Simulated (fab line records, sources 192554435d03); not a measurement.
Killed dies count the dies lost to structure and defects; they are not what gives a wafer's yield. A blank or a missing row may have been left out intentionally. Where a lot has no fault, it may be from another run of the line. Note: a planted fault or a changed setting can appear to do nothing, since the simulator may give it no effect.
What tool caused it?    flow n5-finfet    10 lots with 28 wafers sampled at 5 steps, on a route of 1938 steps

== WHAT EACH GAUGE READ, for each wafer ==
N5_BEOL_M4_RC_MEAS_101.
lot   measured      on         DIBL_N (mV/V)
L865  day 8 01:37   prober-01  37.5 36.0
L866  day 8 07:10   prober-01  34.1 36.9 33.7
L873  day 10 04:10  prober-02  35.8 37.9 38.2
L874  day 10 18:43  prober-02  36.3 36.4 37.7
L877  day 10 22:27  prober-01  35.6 36.5
L879  day 12 01:01  prober-01  37.8 36.3 36.0
L880  day 12 03:53  prober-02  34.5 35.9 35.9
L882  day 12 22:20  prober-02  37.0 38.7 38.2
L883  day 13 09:56  prober-01  34.8 36.2 36.8
L887  day 13 14:01  prober-01  37.1 37.2 38.8

== WHICH TOOL RAN EACH LOT (tool, then ch and the chambers of the sampled wafers, then the start) ==
lot   N5_PMOS_HMC_CHANNEL_EPI_HM_DEP_34  N5_PMOS_HMC_CHANNEL_EPI_HM_OPEN_15  N5_PMOS_HMC_CHANNEL_EPI_ETCH_38  N5_FIN_SAQP_DENSIFY_62
L865  pecvd-03 ch 1, day 1 22:46         rie-diel-01 ch 0,2, day 1 23:20     rie-si-06 ch 1,3, day 1 23:42    rtp-anneal-02 ch 0, day 2 02:40
L866  pecvd-03 ch 0,1, day 2 04:50       rie-diel-02 ch 0,1,3, day 2 05:35   rie-si-05 ch 0,3, day 2 05:56    rtp-anneal-02 ch 0, day 2 09:19
L873  pecvd-02 ch 0,2, day 3 23:00       rie-diel-02 ch 2,3, day 3 23:34     rie-si-01 ch 0,1,2, day 4 00:08  rtp-anneal-01 ch 0, day 4 02:54
L874  pecvd-03 ch 0,1,2, day 4 04:43     rie-diel-05 ch 0,3, day 4 05:17     rie-si-01 ch 1,2,3, day 4 05:38  rtp-anneal-02 ch 0, day 4 10:41
L877  pecvd-03 ch 1,2, day 4 23:09       rie-diel-05 ch 1,2, day 4 23:44     rie-si-05 ch 0,1, day 5 00:07    rtp-anneal-01 ch 0, day 5 03:10
L879  pecvd-03 ch 0,1,2, day 5 11:43     rie-diel-02 ch 0,1,2, day 5 12:17   rie-si-01 ch 0,1,2, day 5 12:40  rtp-anneal-02 ch 0, day 5 15:32
L880  pecvd-01 ch 0,1,2, day 5 17:01     rie-diel-05 ch 1,2,3, day 5 17:47   rie-si-01 ch 1,2,3, day 5 18:10  rtp-anneal-01 ch 0, day 5 21:10
L882  pecvd-02 ch 0,1, day 6 05:09       rie-diel-02 ch 2,3, day 6 05:43     rie-si-06 ch 1,2,3, day 6 06:05  rtp-anneal-01 ch 0, day 6 09:07
L883  pecvd-02 ch 0,1,2, day 6 11:30     rie-diel-01 ch 0,1,2, day 6 12:12   rie-si-05 ch 0,2,3, day 6 12:35  rtp-anneal-02 ch 0, day 6 15:25
L887  pecvd-02 ch 1,2, day 7 10:54       rie-diel-02 ch 1,2, day 7 11:21     rie-si-01 ch 0,3, day 7 11:43    rtp-anneal-01 ch 0, day 7 14:28
- N5_PMOS_HMC_CHANNEL_EPI_HM_DEP_34: deposits SiO2 from TEOS/O2, target thk 36 nm, time 6.9 s.
- N5_PMOS_HMC_CHANNEL_EPI_HM_OPEN_15: chemistry CHF3/O2, target SiO2, target depth 40.6 nm, time 20.3 s.
- N5_PMOS_HMC_CHANNEL_EPI_ETCH_38: etches SiO2 in CF4, target depth 1.5 nm.
- N5_FIN_SAQP_DENSIFY_62: time 60 s.

== THE ANSWER, worked out from the rows above alone ==
Rule: the usual values come from the lots themselves. Put in order of their means at a reading, lots are off if they are a third of the lots or fewer, leave a main group of 4 or more, and stand apart from it by a gap of 3 or more times the standard deviation of the main group's means; of several such gaps the widest counts. A main group whose means are all the same, to the digits that the tables above print for the reading, isn't used. A lot without any number at a reading at which 4 lots or more have one is off too. Any other lot the step has rows for is counted as sound.
No lot is off on any of the readings shown, so nothing can be concluded from this.

== WHAT THE SIMULATOR PUT IN ==
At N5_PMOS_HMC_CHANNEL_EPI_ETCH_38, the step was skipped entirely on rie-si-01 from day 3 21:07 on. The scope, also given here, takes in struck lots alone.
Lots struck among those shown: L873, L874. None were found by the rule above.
